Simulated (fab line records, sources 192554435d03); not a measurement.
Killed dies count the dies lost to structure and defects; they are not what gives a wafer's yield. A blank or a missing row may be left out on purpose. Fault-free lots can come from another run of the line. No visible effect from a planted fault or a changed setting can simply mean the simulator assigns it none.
Matching of chambers || flow n5_finfet || N5_BEOL_M10_CURE_71 on uv_cure-03 has 3 sister chambers
The step cures SiCOH lowk, time 240 s. 5 wafers are shown with their chamber, then 11 later ones without.

WAFERS PAIRED WITH THEIR CHAMBERS
{"wafer": "L085.3", "chamber": 2, "lamp_power_pct (%)": 52.26, "wafer_temp_C_max": 386.1}
{"wafer": "L085.6", "chamber": 2, "lamp_power_pct (%)": 52.31, "wafer_temp_C_max": 386.9}
{"wafer": "L090.3", "chamber": 1, "lamp_power_pct (%)": 52.31, "wafer_temp_C_max": 387.1}
{"wafer": "L090.4", "chamber": 1, "lamp_power_pct (%)": 52.30, "wafer_temp_C_max": 387.9}
{"wafer": "L093.1", "chamber": 0, "lamp_power_pct (%)": 52.36, "wafer_temp_C_max": 387.0}

WAFERS WITHOUT THEIR CHAMBER
{"wafer": "L093.2", "lamp_power_pct (%)": 52.36, "wafer_temp_C_max": 386.8}
{"wafer": "L093.4", "lamp_power_pct (%)": 52.35, "wafer_temp_C_max": 386.6}
{"wafer": "L094.1", "lamp_power_pct (%)": 52.30, "wafer_temp_C_max": 386.8}
{"wafer": "L094.2", "lamp_power_pct (%)": 52.31, "wafer_temp_C_max": 386.7}
{"wafer": "L094.3", "lamp_power_pct (%)": 52.32, "wafer_temp_C_max": 386.2}
{"wafer": "L096.3", "lamp_power_pct (%)": 52.27, "wafer_temp_C_max": 387.4}
{"wafer": "L096.5", "lamp_power_pct (%)": 52.24, "wafer_temp_C_max": 386.1}
{"wafer": "L096.6", "lamp_power_pct (%)": 52.26, "wafer_temp_C_max": 386.0}
{"wafer": "L095.1", "lamp_power_pct (%)": 52.22, "wafer_temp_C_max": 386.2}
{"wafer": "L095.4", "lamp_power_pct (%)": 52.38, "wafer_temp_C_max": 386.3}
{"wafer": "L095.5", "lamp_power_pct (%)": 52.28, "wafer_temp_C_max": 386.2}

EACH ONE'S CHAMBER
{"wafer": "L093.2", "from the rows above": 0, "in truth": 0}
{"wafer": "L093.4", "from the rows above": "can't be placed: 0 or 1 or 2", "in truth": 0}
{"wafer": "L094.1", "from the rows above": "can't be placed: 2 or 1 or 0", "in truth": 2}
{"wafer": "L094.2", "from the rows above": "can't be placed: 2 or 1 or 0", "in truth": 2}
{"wafer": "L094.3", "from the rows above": "can't be placed: 2 or 0 or 1", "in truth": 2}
{"wafer": "L096.3", "from the rows above": "can't be placed: 1 or 2", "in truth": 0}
{"wafer": "L096.5", "from the rows above": "can't be placed: 2 or 1", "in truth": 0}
{"wafer": "L096.6", "from the rows above": "can't be placed: 2 or 1", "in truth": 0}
{"wafer": "L095.1", "from the rows above": "can't be placed: 2 or 1", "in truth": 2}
{"wafer": "L095.4", "from the rows above": 0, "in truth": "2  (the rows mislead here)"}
{"wafer": "L095.5", "from the rows above": "can't be placed: 2 or 1", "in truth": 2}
Correct placement for 1 of the 11. Unplaceable from these rows: 9, with the true chamber sitting among the candidates in 6. Number placed wrongly: 1.
How it was worked out, from the rows above alone: a wafer's distance from a chamber is the root of the sum, over the readings, of the square of ((its reading less the chamber's mean) divided by the reading's scatter). If the next closest chamber is less than 2 further off than the closest, the wafer can't be placed; otherwise it belongs to the closest. Each chamber's mean is taken over the wafers shown for it. The scatter: take each reading less its chamber's mean, square it, sum over the shown wafers, divide by the number of wafers less the number of chambers, and take the root.
